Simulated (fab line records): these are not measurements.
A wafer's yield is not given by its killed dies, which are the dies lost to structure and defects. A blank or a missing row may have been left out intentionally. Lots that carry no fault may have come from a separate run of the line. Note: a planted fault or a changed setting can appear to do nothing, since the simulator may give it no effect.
fab line records | flow nand_harc
[record] lots = 12 wafers = 36 last_day = 24
route steps=1159 shown A_CHANNEL_FILL_D1@492 A_STAIRCASE@533 END@1159
lots untouched by any fault: they come from a run of this same line in which no faults occurred
start_h: hours from the record's first day to the start of the lot's first wafer shown | wait_h: how many hours have passed since the lot's step before this one | " as in the row above | L1.1+2: a single row standing in for several wafers | - no value present, or no start provided | * or withheld: withheld | < > ~ a bound
route shown NAME@n: NAME is a module with steps in the file, n the number in the route of the first one | usual: mean/standard deviation taken from wafers without a fault | same: alike in all rows | chamber/n: place in a boat | sites: each site's reading | _std_site: how widely they spread, as a standard deviation | _edge_site: outer sites' mean less inner sites' | radius_mm: for every site, how far away it sits from the centre of the wafer | mask NAME#n: copy n | behind: the most recent tool/chamber to have shaped the wafer | hold: reason for holding the lot/hours on hold/outcome of the hold | device: names the non-switching transistor (n, p or np) | end of line: the tests these same wafers got at the end of their route | where a step has no rows: the recipe by itself | killed: dies lost to structure and defects at the first sort, not the wafer's yield | map: dies across one wafer; x = killed, . = not, _ = none there
set.NAME: setting as actually run; set.NAME@STEP: the setting as run at that earlier step | model.NAME: the simulator's own value behind a step, which no gauge read
a sample of lots followed through the steps of the route, with each step as a table and each wafer as a row
services: a tool's chamber out of use, with start hour (start_h, from the record's first day; less than 0 if before it), hours out, and reason
[[steps]]
[step NHARC_A_CHANNEL_FILL_D1_ALD_02]
[recipe] target_thk_a = 60 pulse_time_s = 10 ald_cycles = 60 temp_c = 300 material = SiO2
[usual] heater_power_w = 469/43 precursor_pulse_height_rel = 1.000/0.021
// columns lot.wafer tool chamber start_h wait_h heater_power_w precursor_pulse_height_rel since_wet_clean_h
L256.1 ald_hk-01 1 194.55 - 418 1.014 133
L256.2 " 2 " " 424 0.985 133
L256.6 " 3 " " 510 1.015 -
L258.2 ald_hk-02 2 202.95 - 572 1.021 88
L258.3 " 1 " " 515 1.035 88
L258.5 " 3 " " 459 1.012 -
L260.2 ald_hk-04 2 212.86 - 459 0.994 16
L260.5 " 2 " " 448 1.018 -
L260.6 " 3 " " 483 1.013 -
L261.4 ald_hk-02 1 213.24 - 513 0.994 98
L261.3 " 2 " " 555 0.964 98
L261.5 " 1 " " 508 1.016 -
L263.2 ald_hk-01 2 222.69 - 422 1.000 161
L263.4 " 3 " " 524 0.999 161
L263.6 " 2 " " 419 0.986 -
L264.1 ald_hk-04 2 231.49 - 467 0.993 34
L264.4 " 0 " " 445 0.975 34
L264.6 " 3 " " 490 1.002 -
L265.3 ald_hk-02 1 235.62 - 510 1.000 121
L265.6 " 3 " " 470 0.981 -
L265.5 " 0 " " 468 0.999 -
L266.2 ald_hk-02 0 236.06 - 468 0.992 121
L266.4 " 1 " " 502 1.002 121
L266.5 " 3 " " 465 1.028 -
L269.2 ald_hk-01 2 263.04 - 415 0.981 23
L269.1 " 3 " " 510 0.984 24
L269.3 " 1 " " 421 1.035 24
L272.2 ald_hk-04 2 282.97 - 465 0.952 86
L272.4 " 0 " " 444 1.028 86
L272.6 " 2 " " 458 1.038 -
L273.2 ald_hk-04 0 283.90 - 452 1.020 87
L273.1 " 1 " " 468 1.050 87
L273.5 " 0 " " 438 0.997 -
L278.3 ald_hk-01 1 302.50 - 420 0.983 63
L278.1 " 2 " " 413 0.977 63
L278.5 " 2 " " 398 0.984 -
[step NHARC_A_CHANNEL_FILL_D1_ALD_15]
[recipe] target_thk_a = 20 pulse_time_s = 60 ald_cycles = 19 temp_c = 630 pressure_torr = 2 material = SiNx
[usual] precursor_pulse_height_rel = 1.001/0.019
// columns lot.wafer tool chamber start_h wait_h precursor_pulse_height_rel
L256.1 ald_sin_batch-01 0 - - 0.971
L256.2 " 0 " " 0.973
L256.6 " 0 " " 1.014
L258.2 ald_sin_batch-01 0 - - 1.003
L258.3 " 0 " " 1.018
L258.5 " 0 " " 1.005
L260.2 ald_sin_batch-01 0 - - 1.015
L260.5 " 0 " " 1.015
L260.6 " 0 " " 1.002
L261.3 ald_sin_batch-01 0 - - 1.005
L261.4 " 0 " " 0.985
L261.5 " 0 " " 1.030
L263.2 ald_sin_batch-01 0 - - 1.001
L263.4 " 0 " " 1.003
L263.6 " 0 " " 0.973
L264.1 ald_sin_batch-03 0 - - 1.007
L264.4 " 0 " " 1.019
L264.6 " 0 " " 1.000
L265.3 ald_sin_batch-01 0 245.63 2.9 1.000
L265.5 " 0 " " 1.030
L265.6 " 0 " " 0.993
L266.2 ald_sin_batch-01 0 - - 0.993
L266.4 " 0 " " 1.021
L266.5 " 0 " " 0.992
L269.1 ald_sin_batch-02 0 - - 1.012
L269.2 " 0 " " 1.009
L269.3 " 0 " " 0.987
L272.2 ald_sin_batch-01 0 - - 1.029
L272.4 " 0 " " 1.027
L272.6 " 0 " " 1.021
L273.1 ald_sin_batch-01 0 - - 1.024
L273.2 " 0 " " 1.022
L273.5 " 0 " " 1.010
L278.1 ald_sin_batch-02 0 - - 0.996
L278.3 " 0 " " 0.983
L278.5 " 0 " " 1.017
[step NHARC_A_CHANNEL_FILL_D1_STRIP_29]
[recipe] time_s = 20 o2_flow_sccm = 500 ar_flow_sccm = 0 bias_w = 0 chemistry = O2
[usual] chamber_pressure_mTorr = 60.01/0.051 drypump_motor_current_A = 5.7/0.54 oes_product_au = 0.999/0.0091 rf_vpp_V = 57.9/0.87 showerhead_plenum_p_Torr = 3.51/0.12 throttle_valve_pct = 17.036/0.0094
[same] bias_w = 0
// columns lot.wafer tool chamber start_h wait_h chamber_pressure_mTorr drypump_motor_current_A oes_product_au rf_hours_counter_h rf_vpp_V showerhead_plenum_p_Torr throttle_valve_pct
L256.2 rie_diel-01 2 - - 60.10 5.6 0.997 10 57.6 3.46 17.029
L256.1 " 3 " " 59.98 6.2 1.009 18 59.3 3.50 17.028
L256.6 " 3 " " 60.07 6.2 1.006 - 57.9 3.50 17.029
L258.3 rie_diel-13 3 244.41 0.1 60.04 6.6 1.010 3 58.2 3.49 17.035
L258.2 " 2 " " 60.05 5.5 0.995 3 58.2 3.35 17.047
L258.5 " 2 " " 60.06 5.5 0.994 - 58.3 3.35 17.037
L261.3 rie_diel-13 2 - - 60.00 5.5 0.986 4 58.3 3.35 17.048
L261.4 " 1 " " 60.04 6.0 0.990 3 58.4 3.54 17.051
L261.5 " 2 " " 60.00 5.5 0.993 - 56.0 3.35 17.042
L260.2 rie_diel-13 0 - - 60.01 4.9 0.993 4 57.0 3.64 17.041
L260.6 " 3 " " 59.98 6.7 1.003 - 57.6 3.49 17.041
L260.5 " 0 " " 60.01 4.9 1.002 - 58.6 3.64 17.036
L263.2 rie_diel-01 0 - - 59.93 5.7 0.998 25 58.6 3.28 17.053
L263.4 " 1 " " 60.04 6.1 1.007 26 56.4 3.36 17.021
L263.6 " 2 " " 59.98 5.6 0.993 - 58.4 3.46 17.037
L264.1 rie_diel-13 3 - - 59.97 6.6 0.998 4 57.0 3.49 17.034
L264.4 " 0 " " 59.95 5.0 1.001 4 56.7 3.64 17.036
L264.6 " 2 " " 60.01 5.5 1.001 - 57.1 3.35 17.047
L265.3 rie_diel-13 1 - - 60.02 6.0 0.999 3 59.0 3.54 17.041
L265.6 " 1 " " 60.09 6.0 1.013 - 59.9 3.54 17.021
L265.5 " 2 " " 60.05 5.5 1.003 - 57.4 3.35 17.045
L266.4 rie_diel-05 1 - - 60.00 5.7 1.002 4 58.1 3.41 17.028
L266.2 " 2 " " 60.07 5.9 0.991 4 57.1 3.65 17.021
L266.5 " 2 " " 59.98 5.9 1.009 - 57.4 3.65 17.049
L269.1 rie_diel-13 2 - - 60.03 5.5 0.993 0 58.3 3.35 17.027
L269.3 " 3 " " 60.05 6.6 0.995 0 56.0 3.49 17.023
L269.2 " 0 " " 60.02 5.0 1.004 0 58.6 3.64 17.033
L273.2 rie_diel-05 0 - - 60.01 5.1 1.000 5 59.6 3.44 17.034
L273.1 " 1 " " 60.09 5.7 1.008 5 58.5 3.40 17.027
L273.5 " 3 " " 60.07 5.3 1.017 - 58.3 3.72 17.034
L272.2 rie_diel-13 3 - - 59.98 6.6 0.996 1 57.0 3.49 17.034
L272.4 " 2 " " 60.04 5.5 0.988 1 56.8 3.35 17.040
L272.6 " 3 " " 60.00 6.6 0.998 - 57.9 3.49 17.051
L278.1 rie_diel-01 2 - - 59.91 5.6 0.993 5 57.3 3.45 17.031
L278.3 " 0 " " 59.92 5.7 0.993 5 58.9 3.81 17.046
L278.5 " 3 " " 60.00 6.2 1.012 - 58.1 3.48 17.027
[step NHARC_A_STAIRCASE_STRIP_171]
[recipe] power_w = 1500 temp_c = 250 chemistry = O2
[usual] drypump_motor_current_A = 5.99/0.24 heater_power_w = 349/22 temp_c = 250.01/0.18
// columns lot.wafer tool chamber start_h wait_h drypump_motor_current_A heater_power_w rf_hours_counter_h temp_c
L256.2 plasma_asher-02 1 245.54 - 5.67 325 18 249.89
L256.1 " 0 " " 6.12 375 18 249.93
L256.6 " 1 " " 5.64 318 - 250.08
L258.2 plasma_asher-01 0 251.91 - 5.82 339 49 250.00
L258.3 " 0 " " 5.83 339 - 250.02
L258.5 " 0 " " 5.85 337 - 249.99
L261.3 plasma_asher-01 1 261.91 - 6.30 358 - 249.85
L261.4 " 0 " " 5.85 330 - 250.04
L261.5 " 1 " " 6.33 355 - 250.05
L260.2 plasma_asher-01 0 265.96 - 5.86 327 55 250.25
L260.6 " 0 " " 5.87 333 - 250.07
L260.5 " 1 " " 6.28 343 - 250.08
L263.2 plasma_asher-01 0 272.62 - 5.86 339 57 250.43
L263.4 " 0 " " 5.84 333 - 249.89
L263.6 " 1 " " 6.30 358 - 250.02
L265.3 plasma_asher-02 1 282.64 - 5.67 321 - 250.06
L265.6 " 0 " " 6.12 388 - 249.82
L265.5 " 1 " " 5.65 325 - 249.88
L266.2 plasma_asher-02 1 282.82 - 5.66 322 33 249.94
L266.4 " 1 " " 5.62 331 - 249.92
L266.5 " 1 " " 5.66 323 - 250.09
L264.1 plasma_asher-02 0 283.10 - 6.13 392 34 250.14
L264.4 " 0 " " 6.11 377 - 250.15
L264.6 " 1 " " 5.69 324 - 250.18
L269.2 plasma_asher-02 0 315.39 - 6.11 383 45 249.89
L269.1 " 1 " " 5.71 327 45 249.55
L269.3 " 0 " " 6.11 383 - 250.06
L272.2 plasma_asher-01 1 335.14 - - - - -
L272.4 " 0 " " - - - -
L272.6 " 1 " " - - - -
L273.1 plasma_asher-01 1 335.37 - - - - -
L273.2 " 0 " " - - - -
L273.5 " 0 " " - - - -
L278.1 plasma_asher-01 0 354.83 - 5.88 351 21 250.08
L278.3 " 0 " " 5.87 348 - 250.30
L278.5 " 1 " " 6.25 338 - 249.73
[step NHARC_END_SORT_01]
[recipe] temp_c = 25
[usual] killed_at_array = 24/8.8 killed_at_other = 0.7/0.99 killed_at_periphery = 3.5/2.6 killed_dies = 28/9.3 killed_open = 3.2/1.7 killed_short = 1.7/1.4
[same] gross_dies = 677
// columns lot.wafer tool chamber start_h wait_h killed_at_array killed_at_other killed_at_periphery killed_dies killed_open killed_short
L256.1 prober-02 0 448.01 2.5 16 0 3 19 6 1
L256.2 prober-02 0 448.81 2.8 16 0 5 21 3 2
L256.6 prober-02 0 452.03 4.0 27 2 3 32 3 1
L258.2 prober-01 0 456.63 2.8 15 0 1 16 1 3
L258.3 prober-01 0 457.43 3.1 14 0 1 15 1 1
L258.5 prober-01 0 459.03 3.7 17 0 1 18 1 1
L261.3 prober-01 0 473.87 3.1 12 2 0 14 5 0
L261.4 prober-01 0 474.67 3.4 13 2 1 16 5 2
L261.5 prober-01 0 475.46 3.7 11 1 3 15 5 0
L263.2 prober-01 0 487.71 2.8 13 0 1 14 2 2
L263.4 prober-01 0 489.32 3.4 9 1 1 11 0 1
L263.6 prober-01 0 490.94 4.0 14 0 3 17 2 3
L269.1 prober-01 0 514.04 2.5 24 1 9 34 5 3
L269.2 prober-01 0 514.85 2.8 20 1 6 27 2 3
L269.3 prober-01 0 515.66 3.1 26 3 9 38 4 2
L265.3 prober-02 0 515.62 3.1 29 0 2 31 1 1
L265.5 prober-02 0 517.22 3.7 25 1 5 31 1 1
L265.6 prober-02 0 518.02 4.0 24 0 6 30 3 0
L272.2 prober-02 0 555.23 2.8 22 0 1 23 3 6
L272.4 prober-02 0 556.82 3.4 8 2 4 14 3 3
L272.6 prober-02 0 558.42 4.0 18 1 2 21 3 2
L273.1 prober-02 0 562.26 2.5 41 2 3 46 2 4
L273.2 prober-02 0 563.05 2.8 43 2 1 46 5 0
L273.5 prober-02 0 565.44 3.7 31 1 3 35 8 4
// killed by level:class
L256.1 A_CHANNEL_HOLE_D1:chamber_film_flake=7 A_ONON_D1:geometric_particle:open=2 A_STAIRCASE:chamber_film_flake=2 P_GATE:geometric_particle:open=1 P_M0:geometric_particle:open=1 A_CHANNEL_FILL_D1:geometric_particle:open=1 A_CONTACT:geometric_particle:open=1 A_M1:geometric_particle:short=1
L256.2 A_CONTACT:chamber_film_flake=5 A_CHANNEL_HOLE_D1:chamber_film_flake=4 P_M0:geometric_particle:open=2 P_BONDPAD:chamber_film_flake=2 A_SLIT:chamber_film_flake=2 A_CHANNEL_HOLE_D1:geometric_particle:short=1 A_WL_FILL:geometric_particle:short=1 A_M1:geometric_particle:open=1
L256.6 A_CHANNEL_HOLE_D1:chamber_film_flake=17 A_WL_FILL:chamber_film_flake=3 P_BONDPAD:chamber_film_flake=2 A_CONTACT:chamber_film_flake=2 THIN_TSV:chamber_film_flake=2 P_GATE:geometric_particle:open=1 A_CHANNEL_FILL_D1:geometric_particle:short=1 A_SGD_CUT:geometric_particle:open=1
L258.2 A_M0:chamber_film_flake=7 A_CHANNEL_HOLE_D1:chamber_film_flake=2 A_CHANNEL_HOLE_D1:geometric_particle:short=1 A_STAIRCASE:geometric_particle:short=1 A_CONTACT:geometric_particle:open=1 A_M0:geometric_particle:short=1 P_STI:chamber_film_flake=1 A_STAIRCASE:chamber_film_flake=1
L258.3 A_M0:chamber_film_flake=5 A_CONTACT:chamber_film_flake=3 A_CHANNEL_HOLE_D1:chamber_film_flake=2 A_WL_FILL:chamber_film_flake=2 P_CONTACT:geometric_particle:open=1 A_M0:geometric_particle:short=1 A_STAIRCASE:chamber_film_flake=1
L258.5 A_CHANNEL_HOLE_D1:chamber_film_flake=5 A_STAIRCASE:chamber_film_flake=5 A_M0:chamber_film_flake=3 P_M1:geometric_particle:open=1 A_M0:geometric_particle:short=1 A_SLIT:chamber_film_flake=1 A_WL_FILL:chamber_film_flake=1 A_CONTACT:chamber_film_flake=1
L261.3 A_CHANNEL_HOLE_D1:chamber_film_flake=4 A_CONTACT:chamber_film_flake=3 A_CONTACT:geometric_particle:open=2 THIN_TSV:chamber_film_flake=2 A_CHANNEL_HOLE_D1:geometric_particle:open=1 A_CHANNEL_FILL_D1:geometric_particle:open=1 A_BLC:geometric_particle:open=1
L261.4 A_CHANNEL_HOLE_D1:chamber_film_flake=3 A_CONTACT:geometric_particle:open=2 A_M0:geometric_particle:open=2 A_CONTACT:chamber_film_flake=2 THIN_TSV:chamber_film_flake=2 A_CHANNEL_FILL_D1:geometric_particle:open=1 A_CONTACT:geometric_particle:short=1 A_M0:geometric_particle:short=1
L261.5 A_CHANNEL_HOLE_D1:chamber_film_flake=5 A_CONTACT:geometric_particle:open=3 P_CONTACT:geometric_particle:open=1 A_WL_FILL:geometric_particle:open=1 P_ZERO_WELL:chamber_film_flake=1 P_GATE:chamber_film_flake=1 A_WL_FILL:chamber_film_flake=1 A_CONTACT:chamber_film_flake=1
L263.2 A_CONTACT:chamber_film_flake=5 A_CHANNEL_HOLE_D1:chamber_film_flake=3 P_M2:geometric_particle:open=1 A_CHANNEL_HOLE_D1:geometric_particle:short=1 A_WL_FILL:geometric_particle:short=1 A_WL_FILL:geometric_particle:open=1 A_STAIRCASE:chamber_film_flake=1 A_WL_FILL:chamber_film_flake=1
L263.4 A_STAIRCASE:chamber_film_flake=3 A_CHANNEL_HOLE_D1:chamber_film_flake=2 A_CONTACT:chamber_film_flake=2 A_M0:geometric_particle:short=1 P_STI:chamber_film_flake=1 A_WL_FILL:chamber_film_flake=1 THIN_TSV:chamber_film_flake=1
L263.6 A_CONTACT:chamber_film_flake=7 A_CHANNEL_HOLE_D1:chamber_film_flake=3 P_M0:geometric_particle:short=2 A_ONON_D1:geometric_particle:open=1 A_CHANNEL_FILL_D1:geometric_particle:open=1 A_CONTACT:geometric_particle:short=1 P_GATE:chamber_film_flake=1 A_STAIRCASE:chamber_film_flake=1
L269.1 A_CHANNEL_HOLE_D1:chamber_film_flake=15 P_STI:chamber_film_flake=3 A_CONTACT:chamber_film_flake=3 P_M0:geometric_particle:short=2 A_CONTACT:geometric_particle:open=2 A_CHANNEL_FILL_D1:chamber_film_flake=2 P_M0:geometric_particle:open=1 P_M1:geometric_particle:short=1
L269.2 A_CHANNEL_HOLE_D1:chamber_film_flake=10 A_STAIRCASE:chamber_film_flake=4 P_ZERO_WELL:chamber_film_flake=2 P_STI:chamber_film_flake=2 P_M0:geometric_particle:short=1 A_ONON_D1:geometric_particle:short=1 A_CHANNEL_FILL_D1:geometric_particle:open=1 A_CONTACT:geometric_particle:open=1
L265.3 A_SLIT:chamber_film_flake=18 A_CONTACT:chamber_film_flake=3 A_ZERO_WELL:chamber_film_flake=2 A_CHANNEL_HOLE_D1:chamber_film_flake=2 A_STAIRCASE:chamber_film_flake=2 P_M0:geometric_particle:open=1 A_SOURCE_PLATE:geometric_particle:short=1 P_M2:chamber_film_flake=1
L269.3 A_CHANNEL_HOLE_D1:chamber_film_flake=18 P_STI:chamber_film_flake=8 HYBRID_BOND:chamber_film_flake=3 A_CONTACT:geometric_particle:open=2 A_SOURCE_PLATE:geometric_particle:open=1 A_ONON_D1:geometric_particle:short=1 A_CHANNEL_FILL_D1:geometric_particle:short=1 A_M0:geometric_particle:open=1
L265.5 A_SLIT:chamber_film_flake=14 A_CHANNEL_HOLE_D1:chamber_film_flake=4 A_STAIRCASE:chamber_film_flake=3 P_M2:chamber_film_flake=2 A_SGD_CUT:chamber_film_flake=2 P_M0:geometric_particle:open=1 A_CHANNEL_HOLE_D1:geometric_particle:short=1 P_ZERO_WELL:chamber_film_flake=1
L265.6 A_SLIT:chamber_film_flake=9 A_CHANNEL_HOLE_D1:chamber_film_flake=6 P_M2:chamber_film_flake=4 A_WL_FILL:chamber_film_flake=4 A_ONON_D1:geometric_particle:open=1 A_CHANNEL_FILL_D1:geometric_particle:open=1 A_CONTACT:geometric_particle:open=1 P_STI:chamber_film_flake=1
L272.2 A_CHANNEL_HOLE_D1:chamber_film_flake=6 A_STAIRCASE:chamber_film_flake=3 A_CHANNEL_FILL_D1:geometric_particle:short=2 A_WL_FILL:geometric_particle:short=2 A_CONTACT:chamber_film_flake=2 A_SOURCE_PLATE:geometric_particle:short=1 A_CHANNEL_HOLE_D1:geometric_particle:short=1 A_CHANNEL_FILL_D1:geometric_particle:open=1
L272.4 A_CHANNEL_HOLE_D1:chamber_film_flake=3 THIN_TSV:chamber_film_flake=2 P_CONTACT:geometric_particle:short=1 P_CONTACT:geometric_particle:open=1 P_M0:geometric_particle:open=1 A_SOURCE_PLATE:geometric_particle:short=1 A_ONON_D1:geometric_particle:short=1 A_CONTACT:geometric_particle:open=1
L272.6 A_CHANNEL_HOLE_D1:chamber_film_flake=9 A_CHANNEL_FILL_D1:chamber_film_flake=2 A_CONTACT:chamber_film_flake=2 P_M1:geometric_particle:open=1 A_SOURCE_PLATE:geometric_particle:short=1 A_CHANNEL_FILL_D1:geometric_particle:open=1 A_SGD_CUT:geometric_particle:short=1 A_SGD_CUT:geometric_particle:open=1
L273.1 A_CHANNEL_HOLE_D1:chamber_film_flake=17 A_SLIT:chamber_film_flake=17 P_CONTACT:chamber_film_flake=2 THIN_TSV:chamber_film_flake=2 P_GATE:geometric_particle:short=1 A_ONON_D1:geometric_particle:short=1 A_WL_FILL:geometric_particle:open=1 A_CONTACT:geometric_particle:short=1
L273.2 A_CHANNEL_HOLE_D1:chamber_film_flake=18 A_SLIT:chamber_film_flake=14 A_SGD_CUT:geometric_particle:open=2 A_CHANNEL_FILL_D1:chamber_film_flake=2 A_CONTACT:chamber_film_flake=2 A_M0:chamber_film_flake=2 THIN_TSV:chamber_film_flake=2 P_CONTACT:geometric_particle:open=1
L273.5 A_CHANNEL_HOLE_D1:chamber_film_flake=12 A_SLIT:chamber_film_flake=6 A_CONTACT:geometric_particle:open=2 A_CONTACT:chamber_film_flake=2 P_CONTACT:geometric_particle:short=1 P_CONTACT:geometric_particle:open=1 A_SOURCE_PLATE:geometric_particle:short=1 A_ONON_D1:geometric_particle:short=1
[[services]]
// columns tool chamber start_h hours kind
ald_sin_batch-02 - 174.18 10.6 repair
rie_diel-13 0 181.50 - clean
rie_diel-13 1 181.50 - clean
rie_diel-13 2 181.50 - clean
rie_diel-13 3 181.50 - clean
rie_diel-13 - 181.96 1.1 repair
plasma_asher-02 - 183.00 9.0 pm
ald_hk-04 - 187.33 10.0 pm
rie_diel-13 2 202.51 2.3 repair
rie_diel-13 0 206.00 - clean
ald_hk-04 - 209.07 2.9 repair
rie_diel-05 3 223.82 1.4 repair
ald_hk-01 - 229.71 10.0 pm
rie_diel-13 1 242.68 6.1 repair
rie_diel-01 3 251.91 4.5 repair
rie_diel-13 - 276.00 9.0 pm
plasma_asher-01 - 276.36 9.0 pm
rie_diel-01 - 296.09 0.6 repair
ald_sin_batch-03 - 314.00 26.0 pm
rie_diel-01 - 314.84 9.0 pm
rie_diel-05 - 320.48 0.4 repair
rie_diel-01 1 328.22 9.9 repair
plasma_asher-02 - 332.86 4.0 repair
rie_diel-05 - 340.60 9.0 pm
[[key]]
[first_sign] step = NHARC_A_STAIRCASE_STRIP_171 reading = tool_record direction = missing
effect none on later readings
met_at NHARC_A_STAIRCASE_STRIP_171
struck_lots L272,L273
tester_left_out L272,L273
not_acting_at NHARC_A_CHANNEL_FILL_D1_ALD_02,NHARC_A_CHANNEL_FILL_D1_ALD_15,NHARC_A_CHANNEL_FILL_D1_STRIP_29
onset_between 272.62 335.14
[fault] kind = skipped_step_whole tool = plasma_asher-01 chamber = - onset_h = 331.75 steps = NHARC_A_STAIRCASE_STRIP_171 scope = struck_lots_only
// tester_left_out: of these lots the tester's yield and bins aren't shown, on N5 and GAA mostly nor the transistor test; their killed dies are dies lost to structure and defects alone, not to doping, threshold or leakage, so they don't give the yield
